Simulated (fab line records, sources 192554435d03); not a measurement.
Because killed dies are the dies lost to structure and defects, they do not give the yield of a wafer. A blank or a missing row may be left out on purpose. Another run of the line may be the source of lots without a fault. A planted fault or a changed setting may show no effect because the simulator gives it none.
2 desks, one fault + flow n5 finfet + numbers are kept per desk, each desk with only its own; the story behind them comes last

## AT THE METROLOGY DESK
What the gauges read for every lot (on any tool): the sampled wafers with a number, averaged. The brackets show how far a lot's mean lies from the usual mean; more than 4 standard deviations puts the lot out of limits, marked OUT. Of its 10 readings 7 are shown: those that lie furthest out on some lot.
Columns: A = DIBL_N at N5_BEOL_M4_RC_MEAS_101, usual 35.9 mV/V; B = DIBL_P at N5_BEOL_M4_RC_MEAS_101, usual 35.9 mV/V; C = ION_N at N5_BEOL_M4_RC_MEAS_101, usual 672 uA/um; D = SS_N at N5_BEOL_M4_RC_MEAS_101, usual 71.4 mV/dec; E = SS_P at N5_BEOL_M4_RC_MEAS_101, usual 73.2 mV/dec; F = VT_N at N5_BEOL_M4_RC_MEAS_101, usual 249.3 mV; G = VT_P at N5_BEOL_M4_RC_MEAS_101, usual -250 mV
| lot  | first seen here | A    | B    | C   | D    | E    | F     | G    |
|------|-----------------|------|------|-----|------|------|-------|------|
| L522 | day 8 04:54     | 36.5 | 36.2 | 673 | 72.2 | 73.6 | 248.2 | -246 |
| L523 | day 9 00:26     | 34.6 | 34.9 | 671 | 71.2 | 72.4 | 251.5 | -247 |
| L527 | day 9 05:35     | 36.1 | 37.4 | 679 | 71.3 | 73.6 | 248.1 | -249 |
| L525 | day 9 12:25     | 35.5 | 36.9 | 678 | 71.8 | 73.5 | 248.2 | -252 |
| L526 | day 9 14:31     | 36.5 | 35.0 | 675 | 71.7 | 73.1 | 250.0 | -254 |
| L528 | day 9 16:41     | 36.1 | 35.0 | 673 | 71.1 | 73.1 | 249.6 | -248 |
| L531 | day 10 14:10    | 34.6 | 34.6 | 660 | 70.9 | 72.6 | 250.7 | -249 |
| L533 | day 11 10:02    | 36.7 | 37.5 | 683 | 71.8 | 73.1 | 246.0 | -250 |
| L539 | day 12 12:24    | 36.2 | 36.6 | 668 | 72.1 | 72.8 | 248.7 | -250 |
This desk's finding: nothing out of limits on any of the 9 lots.

## THE TOOL OWNER'S DESK: rie diel-06
The tool's own readings at N5_BEOL_M2_ETCH_70 (etches SOC in N2/H2, target depth 80 nm, overetch 24 nm, time 130 s): means of the sampled wafers that have a number, for each lot that ran on this tool. The brackets show how far a lot's mean lies from the usual mean; more than 4 standard deviations puts the lot out of limits, marked OUT.
Columns: A = drypump motor current A at N5_BEOL_M2_ETCH_70, usual 5.7 A; B = h2 flow sccm at N5_BEOL_M2_ETCH_70, usual 199.9 sccm; C = oes product au at N5_BEOL_M2_ETCH_70, usual 0.56 a.u.; D = rf vpp V at N5_BEOL_M2_ETCH_70, usual 523.7 V; E = showerhead plenum p Torr at N5_BEOL_M2_ETCH_70, usual 2.54 Torr; F = throttle valve pct at N5_BEOL_M2_ETCH_70, usual 17.87 %
| lot  | first seen here | A   | B     | C    | D     | E    | F     |
|------|-----------------|-----|-------|------|-------|------|-------|
| L522 | day 7 03:58     | 5.7 | 200.2 | 0.55 | 522.9 | 2.53 | 17.93 |
| L525 | day 8 04:02     | 5.8 | 199.6 | 0.54 | 524.5 | 2.53 | 18.01 |
| L526 | day 8 06:50     | 5.7 | 200.3 | 0.55 | 524.7 | 2.56 | 17.71 |
| L531 | day 9 08:56     | 5.7 | 200.2 | 0.56 | 525.6 | 2.60 | 17.88 |
| L539 | day 11 06:46    | 5.7 | 199.9 | 0.58 | 523.7 | 2.51 | 17.82 |
| L541 | day 12 11:43    | 5.8 | 200.4 | 0.52 | 526.1 | 2.62 | 17.80 |
This desk's finding: nothing out of limits on any of the 6 lots.

## PUT TOGETHER
From the metrology desk's view, nothing was out of limits.
The desk of the tool owner found nothing out of limits.

## WHAT THE SIMULATOR HAD INSERTED
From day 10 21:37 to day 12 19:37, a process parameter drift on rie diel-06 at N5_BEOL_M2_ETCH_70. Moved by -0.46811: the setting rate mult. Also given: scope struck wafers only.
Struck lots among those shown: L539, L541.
